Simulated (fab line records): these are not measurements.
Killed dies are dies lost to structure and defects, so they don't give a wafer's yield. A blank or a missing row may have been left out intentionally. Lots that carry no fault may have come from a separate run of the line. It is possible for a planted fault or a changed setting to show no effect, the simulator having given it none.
Which tool is to blame?	flow n5 finfet	36 wafers from 12 lots sampled at 4 of the route's 1938 steps

WHAT EACH GAUGE READ, for each wafer
N5_FIN_SAQP_INSPECT_40: inspects for defects (brightfield). Usual: raw defect count 239, standard deviation 65.
lot	measured	on	raw defect count	flag
L730	day 2 03:45	defect inspect-02	205 342 232	
L731	day 2 11:37	defect inspect-01	257 166 224	
L736	day 3 14:50	defect inspect-02	275 220 217	
L739	day 4 08:10	defect inspect-02	239 163 224	
L742	day 5 05:17	defect inspect-01	243 144 195	
L744	day 5 15:02	defect inspect-01	272 275 368	
L746	day 6 02:44	defect inspect-01	177 209 228	
L747	day 6 08:59	defect inspect-02	190 278 380	
L748	day 6 14:49	defect inspect-02	175 283 192	
L750	day 7 03:01	defect inspect-02	289 363 213	
L751	day 7 09:55	defect inspect-01	169 235 234	
L753	day 7 21:02	defect inspect-01	190 251 222	

EACH LOT AND THE TOOL THAT RAN IT (in order: tool; ch and the chambers of the sampled wafers; start)
lot	N5_FIN_SAQP_MANDREL_ETCH_58	N5_FIN_SAQP_RECESS_63	N5_FIN_SAQP_ETCH_64
L730	rie si-04 ch 1,2,3, day 2 01:21	vapor etch-02 ch 0,1, day 2 01:26	rie si-06 ch 0,2,3, day 2 03:28
L731	rie si-01 ch 0,1,2, day 2 09:10	vapor etch-01 ch 0,1, day 2 09:14	rie si-06 ch 0,1,2, day 2 11:21
L736	rie si-04 ch 0,1,3, day 3 12:52	vapor etch-02 ch 0,1, day 3 13:04	rie si-06 ch 0,1, day 3 14:34
L739	rie si-01 ch 0,1,3, day 4 06:00	vapor etch-01 ch 0,1, day 4 06:12	rie si-06 ch 0,2,3, day 4 07:53
L742	rie si-01 ch 0,2, day 5 02:52	vapor etch-01 ch 0,1, day 5 02:57	rie si-01 ch 0,1,2, day 5 05:01
L744	rie si-01 ch 0,1,3, day 5 12:51	vapor etch-01 ch 0,1, day 5 12:56	rie si-06 ch 0,2,3, day 5 14:46
L746	rie si-04 ch 1,2, day 6 00:34	vapor etch-02 ch 0,1, day 6 00:39	rie si-04 ch 0,2,3, day 6 02:28
L747	rie si-01 ch 1,2,3, day 6 06:37	vapor etch-02 ch 0,1, day 6 06:42	rie si-01 ch 0,2,3, day 6 08:43
L748	rie si-06 ch 0,2,3, day 6 11:53	vapor etch-02 ch 0,1, day 6 12:05	rie si-04 ch 1,3, day 6 14:32
L750	rie si-04 ch 1,2,3, day 7 00:14	vapor etch-01 ch 0,1, day 7 00:29	rie si-01 ch 2,3, day 7 02:44
L751	rie si-01 ch 0,2,3, day 7 07:57	vapor etch-01 ch 0,1, day 7 08:02	rie si-01 ch 2,3, day 7 09:37
L753	rie si-01 ch 1,2, day 7 18:55	vapor etch-01 ch 0,1, day 7 19:08	rie si-01 ch 2,3, day 7 20:43
- N5_FIN_SAQP_MANDREL_ETCH_58: etches a-Si in HBr/Cl2, stops on SiNx, target depth 45 nm, bt time 10 s, time 27 s.
- N5_FIN_SAQP_RECESS_63: chemistry HF/NH3, target SiO2, target depth 18 nm, afs cycles 3, sublimation time 60 s.
- N5_FIN_SAQP_ETCH_64: etches SiO2 in CF4, target depth 1.5 nm.

WHAT THE TOOLS THEMSELVES READ (means of the sampled wafers that have a number; where no wafer has one, the mark that the record gives instead)
N5_FIN_SAQP_MANDREL_ETCH_58. Usual: drypump motor current A 5.7 A, standard deviation 0.58; oes product au 0.696 a.u., standard deviation 0.015; throttle valve pct 35.56 %, standard deviation 0.13.
lot	tool	drypump motor current A (A)	oes product au (a.u.)	throttle valve pct (%)	flag
L730	rie si-04	5.9	0.695	35.58	
L731	rie si-01	5.1	0.710	35.58	
L736	rie si-04	6.3	0.700	35.58	
L739	rie si-01	5.3	0.697	35.56	
L742	rie si-01	4.9	0.699	35.58	
L744	rie si-01	5.3	0.701	35.57	
L746	rie si-04	5.4	0.707	35.60	
L747	rie si-01	5.4	0.699	35.45	
L748	rie si-06	6.1	0.704	35.44	
L750	rie si-04	5.9	0.698	35.56	
L751	rie si-01	5.1	0.686	35.58	
L753	rie si-01	5.2	0.693	35.55	

N5_FIN_SAQP_RECESS_63. Usual: drypump motor current A 6.1 A, standard deviation 0.6.
lot	tool	drypump motor current A (A)	flag
L730	vapor etch-02	5.4	
L731	vapor etch-01	6.4	
L736	vapor etch-02	5.4	
L739	vapor etch-01	6.3	
L742	vapor etch-01	6.4	
L744	vapor etch-01	6.4	
L746	vapor etch-02	5.9	
L747	vapor etch-02	5.9	
L748	vapor etch-02	5.9	
L750	vapor etch-01	6.4	
L751	vapor etch-01	6.4	
L753	vapor etch-01	6.4	

N5_FIN_SAQP_ETCH_64. Usual: drypump motor current A 5.7 A, standard deviation 0.54; oes product au 0.995 a.u., standard deviation 0.016; throttle valve pct 21.77 %, standard deviation 0.16.
lot	tool	drypump motor current A (A)	oes product au (a.u.)	throttle valve pct (%)	flag
L730	rie si-06	6.1	0.985	21.64	
L731	rie si-06	5.9	0.987	21.80	
L736	rie si-06	5.9	0.981	21.83	
L739	rie si-06	6.1	1.133	21.67	OFF
L742	rie si-01	5.1	1.005	21.87	
L744	rie si-06	6.1	1.062	21.65	OFF
L746	rie si-04	6.1	0.988	21.71	
L747	rie si-01	5.1	0.988	21.80	
L748	rie si-04	6.1	0.994	21.86	
L750	rie si-01	5.5	0.985	21.71	
L751	rie si-01	5.5	0.982	21.70	
L753	rie si-01	5.5	0.975	21.70	

THE ANSWER, worked out from the rows above alone
Rule: lot off if the mean of its wafers having a number is beyond 3 standard deviations from the usual mean. A lot without any number at a reading at which 4 lots or more have one is off too. Any other lot the step has rows for is counted as sound. Order of review: gauges by route order, followed by the tools' own readings, for which a lot's mean as printed above is used. At the first step where some lot is off, the reading lying furthest off is the one used; lots without a number count as furthest.
Off, at N5_FIN_SAQP_ETCH_64 on oes product au: L739, L744.
A tool fits if, at that step or a process step before it, it ran every lot that is off, and no sound lot after the first of them. One fits: rie si-06 at N5_FIN_SAQP_ETCH_64. A fault onset in the window from L736 (day 3 14:34, its last sound lot) to L739 (day 4 07:53, its first lot off) fits.
On the lots that are off, the tool's own readings at N5_FIN_SAQP_ETCH_64 differ by more than 5 times the standard deviation of the sound lots' means, which bears it out; oes product au reads 1.098 a.u. there versus 0.987 a.u. on the sound lots.

WHAT THE SIMULATOR PUT IN
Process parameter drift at N5_FIN_SAQP_ETCH_64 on rie si-06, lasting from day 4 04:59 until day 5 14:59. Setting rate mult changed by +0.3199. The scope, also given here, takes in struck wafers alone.
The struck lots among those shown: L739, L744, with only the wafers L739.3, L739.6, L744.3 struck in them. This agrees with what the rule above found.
